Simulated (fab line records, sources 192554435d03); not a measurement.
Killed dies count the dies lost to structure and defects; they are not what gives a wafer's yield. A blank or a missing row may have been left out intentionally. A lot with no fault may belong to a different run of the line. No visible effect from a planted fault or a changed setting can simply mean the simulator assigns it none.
A lot that was struck, set against a sound lot + flow n5Finfet + 40 steps out of a route of 1938
Sound: the wafers L312.1, L312.2, L312.4. Struck: wafers L323.2, L323.4 (left out: L323.1, a lot-mate that was not struck); the cause follows at the end.
Per side, at each step with rows, come the tool, then ch with its chambers, and then its first start. Under that, the readings that differ: sound wafers + struck wafers + difference of the means + sigmas: that difference in standard deviations of wafers without a fault.
alike: words and numbers the same on both sides, and readings whose means are apart by under 2 such deviations; not compared: readings that were withheld, readings missing a value for some wafer, numbers with overlapping values and no deviation given by the record, and bounds like >300 which may hide the same value.
A row with sigmas, a row that says differs or no value, or rows on one side alone: a step with any of these is where the two part. When numbers do not overlap yet have no deviation, they are printed without sigmas and do not part them. A reading missing from all wafers of one side parts the sides only when that side holds two or more wafers.

first, 11 steps without rows for these wafers: N5_ZERO_LAYER_HMDS_04 (time 60 s); N5_ZERO_LAYER_COAT_05 (resist thk 1000 nm); N5_ZERO_LAYER_EBR_07; N5_ZERO_LAYER_SOFTBAKE_06 (time 90 s); N5_ZERO_LAYER_EXPOSE_08 (exposes mask ZERO, defocus 0 nm, target cd 2000 nm); N5_ZERO_LAYER_PEB_09; N5_ZERO_LAYER_DEVELOP_10 (develop time 60 s); N5_ZERO_LAYER_HARDBAKE_23 (time 120 s); N5_ZERO_LAYER_DESCUM_16 (chemistry O2, time 7.9 s); N5_ZERO_LAYER_ETCH_17 (etches SiO2 in CF4, target depth 12 nm, time 13.3 s); N5_ZERO_LAYER_ETCH_18 (etches Si in HBr/Cl2, target depth 120 nm, time 40 s).
N5_ZERO_LAYER_STRIP_24: strips in O2.
  sound on plasmaAsher-02 ch 0,1, day 2 13:01; struck on plasmaAsher-02 ch 0, day 5 07:14
  alike: drypumpMotorCurrentA, heaterPowerW, oesProductAu, stripTimeToEndpointS
  not compared: rfHoursCounterH
then, 1 step without rows for these wafers: N5_ZERO_LAYER_STRIP_19 (strips in SPM, time 900 s).
N5_ZERO_LAYER_INSPECT_20: inspects for defects (darkfield).
  sound: defectInspect-02 at day 2 13:23; struck: defectInspect-02 at day 5 07:35
| reading        | sound    | struck  | difference | sigmas |
|----------------|----------|---------|------------|--------|
| rawDefectCount | 86 14 31 | 762 815 | +745       | +44    |
then, 8 steps without rows for these wafers: N5_WELL_APT_HMDS_01 (time 60 s); N5_WELL_APT_COAT_02 (resist thk 950 nm); N5_WELL_APT_EBR_04; N5_WELL_APT_SOFTBAKE_03 (time 60 s); N5_WELL_APT_EXPOSE_05 (exposes mask NWELL, defocus 0 nm, target cd 200 nm); N5_WELL_APT_PEB_06 (peb time 90 s); N5_WELL_APT_DEVELOP_07 (develop time 45 s); N5_WELL_APT_HARDBAKE_12 (time 120 s).
N5_WELL_APT_INSPECT_10: inspects for defects (macro).
  sound: defectInspect-02 at day 2 13:44; struck: defectInspect-02 at day 5 08:05
| reading        | sound | struck    | difference | sigmas |
|----------------|-------|-----------|------------|--------|
| rawDefectCount | 2 3 1 | >300 >300 | differs    |        |
then, 12 steps without rows for these wafers: N5_WELL_APT_DESCUM_13 (chemistry O2, time 7.9 s); N5_WELL_APT_IMPLANT_14; N5_WELL_APT_IMPLANT_15; N5_WELL_APT_STRIP_16 (strips in SPM, time 900 s); N5_WELL_APT_HMDS_18 (time 60 s); N5_WELL_APT_COAT_19 (resist thk 950 nm); N5_WELL_APT_EBR_21; N5_WELL_APT_SOFTBAKE_20 (time 60 s); N5_WELL_APT_EXPOSE_22 (exposes mask PWELL, defocus 0 nm, target cd 200 nm); N5_WELL_APT_PEB_23 (peb time 90 s); N5_WELL_APT_DEVELOP_24 (develop time 45 s); N5_WELL_APT_HARDBAKE_29 (time 120 s).
N5_WELL_APT_INSPECT_27: inspects for defects (macro).
  sound: defectInspect-01 at day 2 14:53; struck: defectInspect-01 at day 5 09:28
| reading        | sound | struck    | difference | sigmas |
|----------------|-------|-----------|------------|--------|
| rawDefectCount | 1 2 1 | >300 >300 | differs    |        |
then, 1 step without rows for these wafers: N5_WELL_APT_DESCUM_30 (chemistry O2, time 7.9 s).
N5_WELL_APT_INSPECT_38: inspects for defects (darkfield).
  sound: defectInspect-01 at day 2 16:41; struck: defectInspect-02 at day 5 11:11
| reading        | sound  | struck  | difference | sigmas      |
|----------------|--------|---------|------------|-------------|
| rawDefectCount | 9 12 4 | 769 772 | +762       | +99 or more |
-- the record jumps here: 7 days lie between the struck wafers' starts before and after (it left off in module WELL_APT and takes up again in module BEOL_M4, whose first step shown is number 1111 of the route) --
N5_BEOL_M4_RC_MEAS_101:
  sound on prober-02 ch 0, day 8 20:20; struck on prober-02 ch 0, day 12 13:04
| reading        | sound          | struck    | difference | sigmas |
|----------------|----------------|-----------|------------|--------|
| IOFF_P (nA/um) | 0.21 0.23 0.17 | 0.31 0.28 | +0.09      | +2     |
  alike: DIBL_N, DIBL_P, IOFF_N, ION_N, ION_P, SS_N, SS_P, VT_N, VT_P
-- a jump in the record: the struck wafers' starts before and after are 4 days apart (it breaks off in module BEOL_M4 and resumes in module PASSIVATION, where the first step shown is number 1936 of the route) --
N5_PASSIVATION_PROBE_49:
  only the struck wafers here have rows in the record (prober-02, day 16 08:39); the sound ones have none

## WHERE THEY PART
Last at N5_PASSIVATION_PROBE_49 as far as this record goes, first at N5_ZERO_LAYER_INSPECT_20.

WHY: what had been put in by the simulator
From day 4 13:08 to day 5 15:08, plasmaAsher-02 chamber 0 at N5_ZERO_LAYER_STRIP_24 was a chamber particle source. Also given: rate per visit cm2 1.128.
